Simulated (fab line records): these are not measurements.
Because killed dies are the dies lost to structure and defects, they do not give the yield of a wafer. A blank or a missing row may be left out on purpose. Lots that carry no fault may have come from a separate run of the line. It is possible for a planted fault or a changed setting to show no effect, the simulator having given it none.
Chamber matching | flow nand harc | rie diel-07 running NHARC_A_M1_DESCUM_14: 4 sister chambers
The step chemistry O2, time 3 s. 22 wafers are shown with their chamber, then 11 later ones without.

WAFERS, EACH WITH ITS CHAMBER
wafer  | chamber | showerhead plenum p Torr (Torr) | drypump motor current A (A) | oes product au (a.u.)
L077.3 | 3       | 1.79                            | 6.2                         | 1.003
L077.4 | 0       | 2.01                            | 5.8                         | 0.998
L077.5 | 2       | 1.84                            | 5.8                         | 0.989
L079.1 | 1       | 1.96                            | 6.4                         | 1.007
L079.4 | 3       | 1.79                            | 6.2                         | 1.005
L079.6 | 1       | 1.96                            | 6.4                         | 1.002
L080.2 | 3       | 1.79                            | 6.2                         | 1.000
L080.4 | 2       | 1.84                            | 5.8                         | 0.990
L080.6 | 3       | 1.79                            | 6.1                         | 0.995
L086.1 | 3       | 1.79                            | 6.2                         | 1.004
L086.2 | 0       | 2.00                            | 5.8                         | 0.986
L086.5 | 0       | 2.00                            | 5.8                         | 0.988
L083.3 | 0       | 2.00                            | 5.8                         | 0.991
L083.4 | 2       | 1.84                            | 5.8                         | 0.988
L083.5 | 3       | 1.79                            | 6.1                         | 0.999
L084.2 | 3       | 1.79                            | 6.2                         | 1.006
L084.5 | 3       | 1.79                            | 6.1                         | 1.002
L084.6 | 0       | 2.00                            | 5.8                         | 0.991
L085.1 | 3       | 1.79                            | 6.1                         | 0.994
L085.3 | 1       | 1.96                            | 6.4                         | 1.003
L085.6 | 0       | 2.00                            | 5.8                         | 0.978
L090.1 | 0       | 2.00                            | 5.8                         | 0.998

SIGNATURES (averages over the wafers above)
reading                  | chamber 0 | chamber 1 | chamber 2 | chamber 3 | scatter within a chamber
showerhead plenum p Torr | 2.0014    | 1.9600    | 1.8400    | 1.7900    | 0.00218
drypump motor current A  | 5.800     | 6.400     | 5.800     | 6.156     | 0.0351
oes product au           | 0.99000   | 1.00400   | 0.98900   | 1.00089   | 0.00503
Rule: distance of a wafer from a chamber = root of the sum over the readings of ((wafer's reading minus chamber's mean) / reading's scatter) squared. The wafer belongs to the nearest chamber; if the next one is less than 2 further off, it can't be placed. The scatter is the square root of a quotient: the sum, over the shown wafers, of each reading's squared deviation from its chamber's mean, divided by wafers minus chambers.

WAFERS WITH NO CHAMBER GIVEN
wafer  | showerhead plenum p Torr (Torr) | drypump motor current A (A) | oes product au (a.u.)
L090.4 | 1.96                            | 6.4                         | 0.997
L090.5 | 1.84                            | 5.8                         | 1.001
L092.1 | 1.96                            | 6.4                         | 1.001
L092.5 | 1.83                            | 5.8                         | 0.983
L092.6 | 1.96                            | 6.4                         | 0.995
L091.2 | 2.00                            | 5.8                         | 1.004
L091.4 | 1.83                            | 5.8                         | 0.989
L091.5 | 2.00                            | 5.8                         | 1.014
L096.3 | 1.96                            | 6.4                         | 0.997
L096.5 | 1.96                            | 6.4                         | 1.003
L096.6 | 1.83                            | 5.8                         | 0.981

THE CHAMBER EACH PASSED THROUGH
wafer  | from the rows above | in truth
L090.4 | 1                   | 1
L090.5 | 2                   | 2
L092.1 | 1                   | 1
L092.5 | 2                   | 2
L092.6 | 1                   | 1
L091.2 | 0                   | 0
L091.4 | 2                   | 2
L091.5 | 0                   | 0
L096.3 | 1                   | 1
L096.5 | 1                   | 1
L096.6 | 2                   | 2
Correct placement for 11 of the 11. From these rows, 0 cannot be placed. Number placed wrongly: 0.
